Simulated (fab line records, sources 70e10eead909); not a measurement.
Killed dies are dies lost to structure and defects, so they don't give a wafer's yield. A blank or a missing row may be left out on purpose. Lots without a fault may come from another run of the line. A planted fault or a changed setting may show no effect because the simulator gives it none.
Which tool did it? | flow nand_harc | 14 lots, 42 wafers sampled, at 6 steps of a route of 1159

WHAT THE GAUGES READ, wafer by wafer
NHARC_A_ONON_D1_THK_MEAS_08: measures by ellipsometry.
lot  | measured     | on            | thk_nm (nm)
L717 | day 7 13:41  | film_metro-02 | 1008 1009 1006
L718 | day 7 20:58  | film_metro-01 | 1021 1019 1019
L719 | day 8 04:39  | film_metro-02 | 999 999 999
L721 | day 8 22:17  | film_metro-01 | 1002 1003 1002
L722 | day 8 22:14  | film_metro-02 | 989 989 990
L724 | day 9 10:32  | film_metro-02 | 995 995 996
L725 | day 9 10:23  | film_metro-02 | 981 984 983
L727 | day 10 03:25 | film_metro-02 | 997 997 997
L729 | day 10 20:05 | film_metro-02 | 993 991 992
L732 | day 11 18:37 | film_metro-02 | 1021 1021 1021
L736 | day 12 14:17 | film_metro-01 | 989 991 990
L737 | day 12 14:17 | film_metro-02 | 995 997 997
L738 | day 13 06:48 | film_metro-01 | 1024 1025 1024
L739 | day 13 06:48 | film_metro-02 | 1009 1009 1010

NHARC_A_ONON_D1_THK_MEAS_14: measures by ellipsometry.
lot  | measured     | on            | thk_nm (nm)
L717 | day 7 15:05  | film_metro-01 | 1000 1000 1001
L718 | day 7 22:05  | film_metro-01 | 993 992 993
L719 | day 8 05:48  | film_metro-02 | 981 981 980
L721 | day 8 23:25  | film_metro-01 | 997 996 997
L722 | day 8 23:23  | film_metro-02 | 993 992 991
L724 | day 9 11:40  | film_metro-01 | 1008 1010 1010
L725 | day 9 11:32  | film_metro-02 | 998 1000 1001
L727 | day 10 04:34 | film_metro-01 | 1004 1007 1005
L729 | day 10 21:13 | film_metro-02 | 1027 1027 1026
L732 | day 11 19:45 | film_metro-01 | 1459 1457 1456 1459 1457 1458
L736 | day 12 15:38 | film_metro-01 | 999 1002 1002
L737 | day 12 15:26 | film_metro-01 | 1458 1459 1458 1457 1458 1457
L738 | day 13 07:56 | film_metro-02 | 994 995 994
L739 | day 13 07:56 | film_metro-02 | 997 998 998

NHARC_A_ONON_D1_THK_MEAS_24: measures by ellipsometry.
lot  | measured     | on            | thk_nm (nm)
L717 | day 8 00:04  | film_metro-02 | 993 993 992
L718 | day 8 08:02  | film_metro-02 | 1001 1000 1001
L719 | day 8 14:59  | film_metro-01 | 1001 1002 999
L721 | day 9 07:38  | film_metro-01 | 999 998 998
L722 | day 9 07:38  | film_metro-01 | 990 991 991
L724 | day 9 19:46  | film_metro-01 | 998 998 998
L725 | day 9 19:46  | film_metro-02 | 1006 1006 1008
L727 | day 10 15:50 | film_metro-02 | 982 983 982
L729 | day 11 06:29 | film_metro-02 | 1000 999 999
L736 | day 12 23:43 | film_metro-01 | 1000 1000 998
L738 | day 13 16:32 | film_metro-02 | 1009 1008 1007
L739 | day 13 16:31 | film_metro-02 | 1014 1011 1012

NHARC_END_SORT_01.
lot  | measured     | on        | defect_limited_yield (%) | killed_at_array | killed_at_other | killed_at_periphery | killed_dies | killed_open | killed_short | sort_bin_2_pct (%) | sort_bin_3_pct (%) | sort_bin_4_pct (%) | sort_n_pass | sort_rim_yield_pct (%) | sort_yield_pct (%)
L717 | day 21 15:29 | prober-02 | 95.9 96.8 95.1           | 24 19 27        | 0 0 0           | 4 3 6               | 28 22 33    | 2 0 5       | 3 3 5        | 1.5 0.7 1.8        | 0.15 0.44 0.30     | 2.5 2.1 2.8        | 649 655 644 | 99.1 100.0 96.2        | 95.9 96.8 95.1
L718 | day 21 07:44 | prober-02 | 92.5 94.7 94.4           | 48 30 32        | 1 1 0           | 2 5 6               | 51 36 38    | 2 2 7       | 2 2 2        | 1.9 1.6 1.6        | 0.44 0 0.30        | 5.2 3.7 3.7        | 626 641 639 | 96.2 93.4 93.4         | 92.5 94.7 94.4
L719 | day 21 01:27 | prober-01 | 94.2 95.4 94.4           | 36 26 34        | 1 0 1           | 2 5 3               | 39 31 38    | 3 6 2       | 2 1 2        | 2.1 2.1 2.1        | 0.15 0.30 0.44     | 3.5 2.2 3.1        | 638 646 639 | 95.3 99.1 100.0        | 94.2 95.4 94.4
L721 | day 22 00:52 | prober-02 | 97.6 96.6 97.8           | 15 21 12        | 0 0 0           | 1 2 3               | 16 23 15    | 2 0 5       | 0 4 2        | 0.7 0.9 0.6        | 0.15 0.30 0        | 1.5 2.2 1.6        | 661 654 662 | 94.3 98.1 100.0        | 97.6 96.6 97.8
L722 | day 21 15:31 | prober-01 | 93.8 94.4 94.2           | 37 36 36        | 0 1 0           | 5 1 3               | 42 38 39    | 1 2 3       | 3 4 4        | 2.1 1.2 1.5        | 0.30 0.15 0.44     | 3.8 4.3 3.8        | 635 639 638 | 98.1 98.1 97.2         | 93.8 94.4 94.2
L724 | day 22 07:05 | prober-01 | 96.5 96.6 96.2           | 22 23 22        | 0 0 0           | 2 0 4               | 24 23 26    | 4 2 5       | 2 5 0        | 1.0 1.3 1.2        | 0.30 0 0           | 2.2 2.1 2.7        | 653 654 651 | 96.2 99.1 99.1         | 96.5 96.6 96.2
L725 | day 22 00:01 | prober-01 | 95.3 94.7 95.0           | 27 29 28        | 0 0 0           | 5 7 6               | 32 36 34    | 1 4 5       | 3 2 1        | 1.9 1.8 1.2        | 0.15 0.44 0.15     | 2.7 3.1 3.7        | 645 641 643 | 96.2 91.5 98.1         | 95.3 94.7 95.0
L727 | day 22 14:53 | prober-02 | 96.5 95.3 96.5           | 19 25 22        | 0 0 0           | 5 7 2               | 24 32 24    | 3 2 2       | 1 2 1        | 1.2 1.2 1.2        | 0 0.59 0           | 2.4 3.0 2.4        | 653 645 653 | 99.1 98.1 95.3         | 96.5 95.3 96.5
L729 | day 22 14:57 | prober-01 | 96.2 94.8 94.2           | 21 32 33        | 0 0 1           | 5 3 5               | 26 35 39    | 4 2 3       | 3 3 2        | 1.3 2.1 1.6        | 0.15 0.30 0.30     | 2.4 2.8 3.8        | 651 642 638 | 97.2 97.2 97.2         | 96.2 94.8 94.2
L736 | day 24 07:19 | prober-02 | 94.2 93.2 94.7           | 35 41 35        | 0 0 0           | 4 5 1               | 39 46 36    | 2 5 2       | 3 2 2        | 2.1 2.4 1.5        | 0.59 0.74 0.30     | 3.1 3.7 3.5        | 638 631 641 | 94.3 90.6 96.2         | 94.2 93.2 94.7
L738 | day 24 20:58 | prober-01 | 93.8 92.5 92.9           | 37 46 42        | 0 2 1           | 5 3 5               | 42 51 48    | 7 5 6       | 0 6 1        | 1.8 3.0 2.4        | 0.15 0.59 0.30     | 4.3 4.0 4.4        | 635 626 629 | 97.2 96.2 97.2         | 93.8 92.5 92.9
L739 | day 24 13:28 | prober-02 | 96.8 96.6 96.0           | 17 18 25        | 0 0 0           | 5 5 2               | 22 23 27    | 3 3 3       | 0 3 3        | 1.2 1.0 1.3        | 0 0.15 0.44        | 2.1 2.2 2.2        | 655 654 650 | 97.2 96.2 98.1         | 96.8 96.6 96.0

WHICH TOOL RAN EACH LOT (tool, then ch and the chambers of the sampled wafers, then the start)
lot  | NHARC_A_ZERO_WELL_RTA_16         | NHARC_A_ONON_D1_DEP_12
L717 | rtp_anneal-01 ch 0, day 6 16:11  | pecvd_onon-01 ch 0, day 7 14:35
L718 | rtp_anneal-01 ch 0, day 6 22:28  | pecvd_onon-01 ch 0, day 7 21:35
L719 | rtp_anneal-02 ch 0, day 7 05:48  | pecvd_onon-01 ch 0, day 8 05:23
L721 | rtp_anneal-02 ch 0, day 7 23:29  | pecvd_onon-01 ch 0, day 8 23:01
L722 | rtp_anneal-02 ch 0, day 8 01:24  | pecvd_onon-02 ch 0, day 8 22:52
L724 | rtp_anneal-01 ch 0, day 8 12:55  | pecvd_onon-02 ch 0, day 9 11:10
L725 | rtp_anneal-01 ch 0, day 8 14:52  | pecvd_onon-03 ch 0, day 9 11:04
L727 | rtp_anneal-02 ch 0, day 9 06:11  | pecvd_onon-01 ch 0, day 10 04:03
L729 | rtp_anneal-02 ch 0, day 9 21:32  | pecvd_onon-03 ch 0, day 10 20:43
L732 | rtp_anneal-02 ch 0, day 10 19:54 | pecvd_onon-02 ch 0, day 11 19:18
L736 | rtp_anneal-02 ch 0, day 11 14:40 | pecvd_onon-03 ch 0, day 12 15:15
L737 | rtp_anneal-01 ch 0, day 11 15:19 | pecvd_onon-02 ch 0, day 12 15:02
L738 | rtp_anneal-02 ch 0, day 12 05:19 | pecvd_onon-03 ch 0, day 13 07:25
L739 | rtp_anneal-02 ch 0, day 12 06:16 | pecvd_onon-01 ch 0, day 13 07:26
- NHARC_A_ZERO_WELL_RTA_16: time 10 s.
- NHARC_A_ONON_D1_DEP_12: target thk 1000 nm.

WHAT THE TOOLS THEMSELVES READ (means of the sampled wafers that have a number; where no wafer has one, the mark that the record gives instead)
NHARC_A_ZERO_WELL_RTA_16.
lot  | tool          | lamp_power_pct (%) | wafer_temp_C_max
L717 | rtp_anneal-01 | 26.1               | 1004.2
L718 | rtp_anneal-01 | 26.1               | 1005.1
L719 | rtp_anneal-02 | 29.1               | 1004.4
L721 | rtp_anneal-02 | 29.0               | 1004.8
L722 | rtp_anneal-02 | 29.1               | 1003.8
L724 | rtp_anneal-01 | 26.1               | 1004.5
L725 | rtp_anneal-01 | 26.2               | 1005.2
L727 | rtp_anneal-02 | 29.1               | 1004.2
L729 | rtp_anneal-02 | 29.1               | 1003.7
L732 | rtp_anneal-02 | 29.1               | 1004.9
L736 | rtp_anneal-02 | 29.1               | 1005.0
L737 | rtp_anneal-01 | 26.2               | 1004.8
L738 | rtp_anneal-02 | 29.1               | 1004.5
L739 | rtp_anneal-02 | 29.1               | 1004.9

THE ANSWER, worked out from the rows above alone
Rule: what is usual is taken from the lots themselves. Put in order of their means at a reading, lots are off if they are a third of the lots or fewer, leave a main group of 4 or more, and stand apart from it by a gap of 3 or more times the standard deviation of the main group's means; of several such gaps the widest counts. A main group whose means are all the same, to the digits that the tables above print for the reading, isn't used. A lot without any number at a reading at which 4 lots or more have one is off too. The other lots that the step has rows for count as sound. The gauges are gone through in route order, then the tools' own readings, and for those a lot's mean is taken as printed above. The first step at which some lot is off is used, and at that step the reading that is off furthest; a lot without a number counts as furthest.
Off: L732, L737, at NHARC_A_ONON_D1_THK_MEAS_14 (thk_nm). The main group: mean 1000 nm, standard deviation 11.
A tool fits if, at a process step before that reading, it ran every lot that is off, and no sound lot after the first of them. The gauges at NHARC_A_ONON_D1_THK_MEAS_14 are tried like those tools. One fits: pecvd_onon-02 at NHARC_A_ONON_D1_DEP_12. Its last sound lot is L724 (day 9 11:10), its first lot that is off L732 (day 11 19:18): a fault that began between those two fits.

WHAT THE SIMULATOR HAD PUT IN
Process parameter drift: pecvd_onon-02, from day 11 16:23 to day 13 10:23, at NHARC_A_ONON_D1_DEP_12. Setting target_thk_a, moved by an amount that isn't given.
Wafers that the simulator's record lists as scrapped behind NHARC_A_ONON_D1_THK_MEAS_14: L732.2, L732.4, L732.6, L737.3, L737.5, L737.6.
Lots struck among those shown: L732, L737. The rule above found the same.
